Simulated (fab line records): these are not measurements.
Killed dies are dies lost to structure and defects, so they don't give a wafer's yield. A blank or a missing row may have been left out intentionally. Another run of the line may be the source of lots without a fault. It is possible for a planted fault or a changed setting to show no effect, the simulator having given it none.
Chamber matching -- flow n5_finfet -- rie_diel-01 running N5_BEOL_M6_ETCH_66: 4 sister chambers
The step etches SOC in N2/H2, target depth 80 nm, overetch 16 nm, time 120 s. 18 wafers are shown with their chamber, then 9 later ones without.

== WAFERS WITH THEIR CHAMBER ==
wafer,chamber,throttle_valve_pct (%),showerhead_plenum_p_Torr (Torr),drypump_motor_current_A (A)
L076.1,1,17.8,2.48,5.8
L076.4,3,17.2,2.45,6.0
L076.5,2,18.3,2.43,6.6
L079.1,1,17.8,2.48,5.8
L079.4,2,18.3,2.42,6.6
L079.6,2,18.3,2.42,6.5
L080.1,2,18.3,2.42,6.6
L080.4,1,17.8,2.47,5.8
L080.6,3,17.3,2.45,6.0
L084.1,1,17.8,2.47,5.7
L084.4,3,17.3,2.45,5.9
L084.6,0,18.1,2.60,6.5
L086.1,3,17.3,2.44,5.9
L086.5,0,18.1,2.59,6.4
L086.6,3,17.3,2.44,6.0
L089.2,1,17.8,2.47,5.8
L089.3,3,17.3,2.44,6.0
L089.6,0,18.1,2.59,6.4

SIGNATURES (means of the wafers above)
reading,chamber 0,chamber 1,chamber 2,chamber 3,scatter within a chamber
throttle_valve_pct,18.100,17.800,18.300,17.283,0.0244
showerhead_plenum_p_Torr,2.5933,2.4740,2.4225,2.4450,0.00542
drypump_motor_current_A,6.433,5.780,6.575,5.967,0.0504
Rule: for a wafer and a chamber, the distance is found by dividing, reading by reading, the gap between the wafer's reading and the chamber's mean by the reading's scatter, squaring, summing and taking the root. If the next closest chamber is less than 2 further off than the closest, the wafer can't be placed; otherwise it belongs to the closest. The scatter is the square root of a quotient: the sum, over the shown wafers, of each reading's squared deviation from its chamber's mean, divided by wafers minus chambers.

== WAFERS WHOSE CHAMBER IS MISSING ==
wafer,throttle_valve_pct (%),showerhead_plenum_p_Torr (Torr),drypump_motor_current_A (A)
L091.1,17.3,2.44,6.0
L091.2,18.4,2.41,6.6
L091.6,17.9,2.46,5.8
L093.1,17.3,2.44,5.9
L093.4,18.4,2.41,6.6
L093.6,17.9,2.46,5.8
L095.2,17.7,2.59,6.4
L095.5,17.9,2.46,5.8
L095.6,18.4,2.41,6.6

== CHAMBER TAKEN BY EACH ==
wafer,from the rows above,in truth
L091.1,3,3
L091.2,2,2
L091.6,1,1
L093.1,3,3
L093.4,2,2
L093.6,1,1
L095.2,0,0
L095.5,1,1
L095.6,2,2
Correctly placed: 9 of 9. Not placeable from these rows: 0. 0 placed wrongly.
